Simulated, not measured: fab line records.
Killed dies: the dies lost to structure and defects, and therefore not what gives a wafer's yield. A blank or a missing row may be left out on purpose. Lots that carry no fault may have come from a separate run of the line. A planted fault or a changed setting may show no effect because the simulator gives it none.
Split-lot trial + flow n5-finfet + 21 wafers read from 7 lots, route of 1938 steps

== SPLIT DETAILS ==
At N5_WELL_APT_COAT_02 (resist thk 950 nm), the setting spin-rpm was moved away from the recipe's 1357 rpm on 5 of the 21 wafers read, by -8.5% to +6.3%. This setting was run at the recipe's value on the other wafers.

Reading taken at the split's own step.

== THE READING ==
coat_of_WELL_APT_COAT_02.thk-nm (the simulator's own value, which no gauge read), in nm, at N5_WELL_APT_COAT_02 (resist thk 950 nm). The file gives no usual value for it. Here, 16 wafers ran the recipe; their average is 950.6 nm with a standard deviation of 2.7 nm.

| wafer  | tool, chamber at the split | spin-rpm as run, rpm | against the recipe | coat_of_WELL_APT_COAT_02.thk-nm, nm | against lot-mates on the recipe |
|--------|----------------------------|----------------------|--------------------|-------------------------------------|---------------------------------|
| L076.2 | litho-track-03, 0          | 1357                 | recipe             | 952.9                               | -                               |
| L076.3 | litho-track-03, 0          | 1357                 | recipe             | 955.3                               | -                               |
| L076.6 | litho-track-03, 0          | 1357                 | recipe             | 953.3                               | -                               |
| L077.1 | litho-track-03, 0          | 1357                 | recipe             | 951.3                               | -                               |
| L077.3 | litho-track-03, 0          | 1242                 | -8.5%              | 996.7                               | +45.4                           |
| L077.5 | litho-track-03, 0          | 1242                 | -8.5%              | 993.3                               | +42.0                           |
| L089.1 | litho-track-02, 0          | 1289                 | -5.0%              | 977                                 | +26.8                           |
| L089.4 | litho-track-02, 0          | 1357                 | recipe             | 952.5                               | -                               |
| L089.5 | litho-track-02, 0          | 1357                 | recipe             | 947.9                               | -                               |
| L090.2 | litho-track-05, 0          | 1357                 | recipe             | 946.4                               | -                               |
| L090.3 | litho-track-05, 0          | 1357                 | recipe             | 947                                 | -                               |
| L090.6 | litho-track-05, 0          | 1443                 | +6.3%              | 919                                 | -27.7                           |
| L094.1 | litho-track-03, 0          | 1357                 | recipe             | 953.7                               | -                               |
| L094.2 | litho-track-03, 0          | 1270                 | -6.4%              | 981                                 | +27.0                           |
| L094.3 | litho-track-03, 0          | 1357                 | recipe             | 954.3                               | -                               |
| L095.1 | litho-track-05, 0          | 1357                 | recipe             | 950.9                               | -                               |
| L095.2 | litho-track-05, 0          | 1357                 | recipe             | 949.9                               | -                               |
| L095.5 | litho-track-05, 0          | 1357                 | recipe             | 948.1                               | -                               |
| L097.4 | litho-track-02, 0          | 1357                 | recipe             | 949.1                               | -                               |
| L097.5 | litho-track-02, 0          | 1357                 | recipe             | 948.4                               | -                               |
| L097.6 | litho-track-02, 0          | 1357                 | recipe             | 948.4                               | -                               |

FIT RESULTS
A straight line over all 21 wafers: coat_of_WELL_APT_COAT_02.thk-nm changes by -5.12 nm for each +1% of spin-rpm; r = -0.99; the points scatter about the line by 2.7 nm.
The same after taking each lot's own level away (the mean of its wafers on the recipe; 21 wafers): -4.87 nm for each +1%; r = -0.99; scatter 1.9 nm.
That fit puts the effect of the largest move of spin-rpm on the reading at 41 nm.
The span of the lots' own levels, 946.70 to 954.00 nm, comes to 2.7 times the standard deviation stated above.
The two slopes agree, so the slope changes little with the lot-to-lot level.
Check: for one of the wafers moved furthest among these (-8.5%), held out of the fit, the line's prediction against its lot-mates is +40 nm. Against them it came out at +45.4 nm.

== FILE'S OWN FIT ==
coat_of_WELL_APT_COAT_02.thk-nm changes by -4.79 nm for each +1% of spin-rpm, r = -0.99.
